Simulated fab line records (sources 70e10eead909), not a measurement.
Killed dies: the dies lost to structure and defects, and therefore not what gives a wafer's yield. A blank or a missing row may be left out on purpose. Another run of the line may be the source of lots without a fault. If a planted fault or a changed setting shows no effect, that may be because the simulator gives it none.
8D (eight disciplines) problem report, filled in by code -- flow nand-harc -- the parts of the form that need people (team, actions taken, sign-off) are left out

## 1. THE PROBLEM
At NHARC_END_SORT_01, killed-at-array averages 656 over 3 wafers from 2 lots, while fault-free wafers read 25, standard deviation 9.2. That puts it +69 standard deviations away from the usual mean.
First seen on wafer L481.4, day 23 10:31, on prober-01. At this step, 9 wafers from 3 lots have a number in the record. The rule behind "out" and "out of limits": a value lying over 4 standard deviations away from the usual mean. The other wafers with a number count as sound.

## 2. WHAT IT IS, AND WHAT IT ISN'T
question,is,is not
which readings at this step,"killed-at-array, killed-dies","killed-at-other, killed-at-periphery, killed-open, killed-short"
which lots,"L481, L487",L476
which wafers of those lots,"L481.4, L481.5, L487.4","L481.3, L487.1, L487.2"
read on which gauges,prober-01,prober-02
when,from day 23 10:31,up to then (4 sound wafers); but 2 sound wafers of L487 came after

## 3. THE SUSPECTS, EACH WITH WHAT RULES IT OUT
Counting: any tool at a process step up to the reading remains a suspect provided it ran every lot that is out. Sound lots after the first of them don't rule it out here, since some wafers of a struck lot are sound.
- ruled out: the gauge at NHARC_END_SORT_01. All the wafers that are out were read on prober-01, but those of them that NHARC_A_CONTACT_ETCH_89 has rows for are out there too, on other tools.
- rie-diel-01 at NHARC_A_CONTACT_ETCH_89 (etches the open film in N2/H2, target depth 260 nm, time 475.3 s): kept. Every lot that is out went through it, the first being L481 (day 20 18:53); the last sound lot it ran before that was L476 (day 20 09:24). On those wafers its own readings are out: oes-product-au.
After counting, what remains is rie-diel-01 at NHARC_A_CONTACT_ETCH_89.

## 4. THE CAUSE (what the simulator had put in)
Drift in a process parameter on rie-diel-01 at NHARC_A_CONTACT_ETCH_89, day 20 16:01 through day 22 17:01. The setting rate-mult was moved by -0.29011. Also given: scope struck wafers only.
Only this tool survived the counting.

## 5. SEQUENCE OF EFFECTS, ordered by route
Rows list readings where the struck wafers' mean (over those with a number) sits beyond 3 standard deviations from the usual. Only readings whose record carries a usual standard deviation are examined. hours: median over the lots of the time between each lot's start at the first step of this table that gives one and its start at this step. sigmas: the change, counted in usual standard deviations.
hours,step,reading,usual,on struck wafers,change,sigmas
0,NHARC_A_CONTACT_ETCH_89,oes-product-au,1.000 a.u.,0.822,-0.178,-24
62,NHARC_END_SORT_01,killed-at-array,25,656,+631,+69
62,NHARC_END_SORT_01,killed-dies,30,663,+633,+65
The process steps in it:
- NHARC_A_CONTACT_ETCH_89: etches the open film in N2/H2, target depth 260 nm, time 475.3 s.

## 6. HOW IT WOULD HAVE BEEN CAUGHT EARLIER
In this record the first reading out of limits at a measuring or inspecting step was taken at day 23 10:31, 66 hours after the fault began at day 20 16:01.
At NHARC_A_CONTACT_ETCH_89, the tool's own readings (oes-product-au) were out on each struck wafer the step has a row for, so an alarm limit on them would have fired on the first such wafer.
The start of NHARC_A_CONTACT_ETCH_89 on rie-diel-01 came by day 23 10:31 for every one of the lots that are out (2). A hold on the tool at that time would have spared none of them.
